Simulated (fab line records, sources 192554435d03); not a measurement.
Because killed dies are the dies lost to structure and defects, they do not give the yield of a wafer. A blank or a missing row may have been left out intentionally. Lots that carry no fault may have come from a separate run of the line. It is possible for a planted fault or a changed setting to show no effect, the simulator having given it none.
Chamber matching / flow n5-finfet / N5_BEOL_M3_ETCH_70 on rie-diel-03: 4 sister chambers
The step etches SOC in N2/H2, target depth 80 nm, overetch 16 nm, time 120 s. 8 wafers are shown with their chamber, then 8 later ones without.

== WAFERS PAIRED WITH THEIR CHAMBERS ==
wafer=L076.1; chamber=2; throttle-valve-pct (%)=17.79; drypump-motor-current-A (A)=6.2
wafer=L079.3; chamber=1; throttle-valve-pct (%)=18.31; drypump-motor-current-A (A)=5.8
wafer=L085.1; chamber=1; throttle-valve-pct (%)=18.33; drypump-motor-current-A (A)=5.7
wafer=L085.2; chamber=2; throttle-valve-pct (%)=17.80; drypump-motor-current-A (A)=6.3
wafer=L090.2; chamber=3; throttle-valve-pct (%)=17.86; drypump-motor-current-A (A)=5.2
wafer=L090.4; chamber=0; throttle-valve-pct (%)=17.45; drypump-motor-current-A (A)=6.2
wafer=L090.5; chamber=3; throttle-valve-pct (%)=17.86; drypump-motor-current-A (A)=5.2
wafer=L093.1; chamber=0; throttle-valve-pct (%)=17.45; drypump-motor-current-A (A)=6.2

== WAFERS WHOSE CHAMBER IS MISSING ==
wafer=L093.5; throttle-valve-pct (%)=17.87; drypump-motor-current-A (A)=5.2
wafer=L093.6; throttle-valve-pct (%)=17.46; drypump-motor-current-A (A)=6.2
wafer=L095.2; throttle-valve-pct (%)=17.90; drypump-motor-current-A (A)=5.8
wafer=L095.3; throttle-valve-pct (%)=17.48; drypump-motor-current-A (A)=6.1
wafer=L095.5; throttle-valve-pct (%)=17.88; drypump-motor-current-A (A)=5.2
wafer=L096.2; throttle-valve-pct (%)=17.86; drypump-motor-current-A (A)=6.2
wafer=L096.3; throttle-valve-pct (%)=17.88; drypump-motor-current-A (A)=5.1
wafer=L096.4; throttle-valve-pct (%)=17.48; drypump-motor-current-A (A)=6.2

== THE CHAMBER EACH PASSED THROUGH ==
wafer=L093.5; from the rows above=3; in truth=3
wafer=L093.6; from the rows above=0; in truth=0
wafer=L095.2; from the rows above=3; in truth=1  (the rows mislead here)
wafer=L095.3; from the rows above=0; in truth=0
wafer=L095.5; from the rows above=3; in truth=3
wafer=L096.2; from the rows above=2; in truth=2
wafer=L096.3; from the rows above=3; in truth=3
wafer=L096.4; from the rows above=0; in truth=0
Correct placement for 7 of the 8. Number that these rows cannot place: 0. Number placed wrongly: 1.
How it was worked out, from the rows above alone: a wafer's distance from a chamber is the root of the sum, over the readings, of the square of ((its reading less the chamber's mean) divided by the reading's scatter). The wafer belongs to the nearest chamber; if the next one is less than 2 further off, it can't be placed. A chamber's mean is the mean of its shown wafers. The scatter is the square root of a quotient: the sum, over the shown wafers, of each reading's squared deviation from its chamber's mean, divided by wafers minus chambers.
